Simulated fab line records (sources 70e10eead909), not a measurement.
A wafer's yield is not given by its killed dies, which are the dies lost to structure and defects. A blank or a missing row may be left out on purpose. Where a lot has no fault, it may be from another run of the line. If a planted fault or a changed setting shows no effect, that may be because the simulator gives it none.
The tool behind it: which one?    flow nandHarc    12 lots with 36 wafers sampled at 6 steps, on a route of 1159 steps

## WHAT THE GAUGES READ, wafer by wafer
NHARC_P_GATE_CD_MEAS_59 targets a cd of 720 nm. Usual: 719.2 nm for cdNm, sd 1.2.
lot   measured      on        cdNm (nm)          flag
L380  day 5 05:49   cdSem-01  718.7 718.6 718.3  
L382  day 5 22:02   cdSem-02  717.4 718.9 719.1  
L384  day 6 07:41   cdSem-03  722.7 721.3 721.2  
L383  day 6 09:17   cdSem-02  719.8 720.1 719.7  
L386  day 6 14:37   cdSem-02  719.9 720.4 719.3  
L385  day 6 15:35   cdSem-02  718.3 718.9 719.2  
L388  day 7 12:40   cdSem-01  717.5 718.6 718.2  
L390  day 8 01:14   cdSem-01  712.4 711.8 711.9  OFF
L400  day 10 03:37  cdSem-03  721.1 720.3 721.3  
L401  day 10 14:15  cdSem-03  718.5 717.9 718.4  
L402  day 10 14:38  cdSem-01  717.4 718.4 717.7  
L403  day 11 06:53  cdSem-02  718.9 720.6 719.4  

NHARC_END_SORT_01. Usual: killedAtArray 24, standard deviation 7.4; killedAtOther 0.5, standard deviation 0.81; killedAtPeriphery 3.4, standard deviation 2.3; killedDies 28, standard deviation 8; killedOpen 3.4, standard deviation 1.8; killedShort 2.0, standard deviation 1.4.
lot   measured      on         killedAtArray  killedAtOther  killedAtPeriphery  killedDies  killedOpen  killedShort  flag
L390  day 21 17:27  prober-01  30 27          0 0            7 7                37 34       3 4         1 2          

## TOOL THAT RAN EACH LOT (tool first, then ch and the chambers of the sampled wafers, then the start)
lot   NHARC_P_GATE_EXPOSE_56            NHARC_P_GATE_DESCUM_61             NHARC_P_GATE_STRIP_112               NHARC_P_GATE_STRIP_76
L380  krfScanner-01 ch 0, day 5 05:39   rieDiel-11 ch 0,1, day 5 05:59     plasmaAsher-02 ch 1, day 5 06:23     plasmaAsher-02 ch 1, day 5 06:37
L382  krfScanner-01 ch 0, day 5 21:53   rieDiel-11 ch 0,2,3, day 5 22:14   plasmaAsher-02 ch 0,1, day 5 22:37   plasmaAsher-02 ch 0,1, day 5 22:50
L384  krfScanner-01 ch 0, day 6 07:31   rieDiel-11 ch 0,2,3, day 6 07:51   plasmaAsher-02 ch 0,1, day 6 08:25   plasmaAsher-02 ch 0,1, day 6 08:37
L383  krfScanner-01 ch 0, day 6 09:07   rieDiel-12 ch 0,3, day 6 09:27     plasmaAsher-01 ch 0,1, day 6 09:56   plasmaAsher-01 ch 0,1, day 6 10:06
L386  krfScanner-01 ch 0, day 6 14:28   rieDiel-11 ch 0,1,3, day 6 14:49   plasmaAsher-02 ch 0,1, day 6 15:10   plasmaAsher-02 ch 0,1, day 6 15:25
L385  krfScanner-01 ch 0, day 6 15:25   rieDiel-01 ch 0,1,3, day 6 15:47   plasmaAsher-01 ch 0,1, day 6 16:10   plasmaAsher-01 ch 0,1, day 6 16:24
L388  krfScanner-01 ch 0, day 7 12:31   rieDiel-01 ch 1,2,3, day 7 12:52   plasmaAsher-01 ch 0, day 7 13:14     plasmaAsher-01 ch 0, day 7 13:30
L390  krfScanner-01 ch 0, day 8 01:04   rieDiel-11 ch 0,2,3, day 8 01:25   plasmaAsher-02 ch 0,1, day 8 01:49   plasmaAsher-02 ch 0,1, day 8 02:02
L400  krfScanner-01 ch 0, day 10 03:27  rieDiel-11 ch 1,3, day 10 03:47    plasmaAsher-01 ch 0,1, day 10 04:12  plasmaAsher-01 ch 0,1, day 10 04:25
L401  krfScanner-01 ch 0, day 10 14:05  rieDiel-11 ch 2,3, day 10 14:25    plasmaAsher-01 ch 0,1, day 10 14:54  plasmaAsher-01 ch 0,1, day 10 15:04
L402  krfScanner-03 ch 0, day 10 14:28  rieDiel-11 ch 0,2,3, day 10 14:47  plasmaAsher-02 ch 0,1, day 10 15:10  plasmaAsher-02 ch 0,1, day 10 15:25
L403  krfScanner-04 ch 0, day 11 06:44  rieDiel-12 ch 1,2, day 11 07:03    plasmaAsher-02 ch 0,1, day 11 07:28  plasmaAsher-02 ch 0,1, day 11 07:41
- NHARC_P_GATE_EXPOSE_56: exposes mask P PSD, target cd 720 nm.
- NHARC_P_GATE_DESCUM_61: chemistry O2, time 3 s.
- NHARC_P_GATE_STRIP_112: strips in N2/H2, time 200 s.
- NHARC_P_GATE_STRIP_76: strips in O2.

## WHAT THE TOOLS THEMSELVES READ (means of the sampled wafers that have a number; where no wafer has one, the mark that the record gives instead)
NHARC_P_GATE_DESCUM_61. Usual: drypumpMotorCurrentA 5.7 A, standard deviation 0.38; oesProductAu 1.000 a.u., standard deviation 0.0071; rfVppV 57.8 V, standard deviation 0.88; showerheadPlenumPTorr 1.93 Torr, standard deviation 0.1; throttleValvePct 11.310 %, standard deviation 0.0089.
lot   tool        drypumpMotorCurrentA (A)  oesProductAu (a.u.)  rfVppV (V)  showerheadPlenumPTorr (Torr)  throttleValvePct (%)  flag
L380  rieDiel-11  5.6                       1.000                58.7        2.04                          11.307                
L382  rieDiel-11  5.7                       0.999                57.4        1.93                          11.305                
L384  rieDiel-11  5.7                       0.999                57.5        1.93                          11.319                
L383  rieDiel-12  5.5                       0.999                57.1        1.78                          11.311                
L386  rieDiel-11  5.6                       0.989                58.4        2.01                          11.306                
L385  rieDiel-01  6.1                       0.995                58.2        1.92                          11.310                
L388  rieDiel-01  6.2                       0.992                58.3        1.97                          11.307                
L390  rieDiel-11  5.7                       0.998                57.9        1.93                          11.307                
L400  rieDiel-11  5.7                       1.005                57.4        1.98                          11.309                
L401  rieDiel-11  5.8                       1.006                58.0        1.90                          11.311                
L402  rieDiel-11  5.7                       0.994                58.0        1.92                          11.310                
L403  rieDiel-12  5.0                       1.004                57.3        1.86                          11.305                

NHARC_P_GATE_STRIP_112. Usual: drypumpMotorCurrentA 5.8 A, standard deviation 0.45; heaterPowerW 95 W, standard deviation 8.9; tempC 110.00 C, standard deviation 0.16.
lot   tool            drypumpMotorCurrentA (A)  heaterPowerW (W)  tempC (C)  flag
L380  plasmaAsher-02  5.2                       82                110.03     
L382  plasmaAsher-02  5.4                       84                109.82     
L384  plasmaAsher-02  5.5                       89                110.15     
L383  plasmaAsher-01  6.2                       105               109.96     
L386  plasmaAsher-02  5.5                       89                109.82     
L385  plasmaAsher-01  6.3                       104               109.98     
L388  plasmaAsher-01  6.5                       107               110.05     
L390  plasmaAsher-02  5.4                       84                109.80     
L400  plasmaAsher-01  6.0                       102               110.06     
L401  plasmaAsher-01  6.0                       101               110.08     
L402  plasmaAsher-02  5.4                       89                110.07     
L403  plasmaAsher-02  5.5                       91                109.92     

NHARC_P_GATE_STRIP_76. Usual: drypumpMotorCurrentA 5.8 A, standard deviation 0.46; heaterPowerW 355 W, standard deviation 33; tempC 250.02 C, standard deviation 0.16.
lot   tool            drypumpMotorCurrentA (A)  heaterPowerW (W)  tempC (C)  flag
L380  plasmaAsher-02  5.2                       301               250.04     
L382  plasmaAsher-02  5.4                       319               249.97     
L384  plasmaAsher-02  5.5                       337               249.98     
L383  plasmaAsher-01  6.3                       387               250.17     
L386  plasmaAsher-02  5.5                       332               250.09     
L385  plasmaAsher-01  6.3                       389               250.01     
L388  plasmaAsher-01  6.4                       401               249.96     
L390  plasmaAsher-02  5.4                       320               250.18     
L400  plasmaAsher-01  6.0                       376               249.97     
L401  plasmaAsher-01  6.0                       376               249.92     
L402  plasmaAsher-02  5.4                       327               250.05     
L403  plasmaAsher-02  5.6                       333               250.11     

## THE ANSWER, worked out from the rows above alone
Rule: take the mean of a lot's wafers that have a number; if it is more than 3 standard deviations from the usual mean, the lot is off. A lot without any number at a reading at which 4 lots or more have one is off too. Where the step has rows for the other lots, those lots are counted as sound. The gauges are gone through in route order, then the tools' own readings, and for those a lot's mean is taken as printed above. At the first step where some lot is off, the reading lying furthest off is the one used; lots without a number count as furthest.
Off: L390, at NHARC_P_GATE_CD_MEAS_59 (cdNm).
If a tool, at a process step before that reading, ran all the lots that are off and no sound lot after the first of them, it fits. Those tools and the gauges at NHARC_P_GATE_CD_MEAS_59 are tried in the same way. Not one of the candidates tried fits.

## WHAT THE SIMULATOR PUT IN
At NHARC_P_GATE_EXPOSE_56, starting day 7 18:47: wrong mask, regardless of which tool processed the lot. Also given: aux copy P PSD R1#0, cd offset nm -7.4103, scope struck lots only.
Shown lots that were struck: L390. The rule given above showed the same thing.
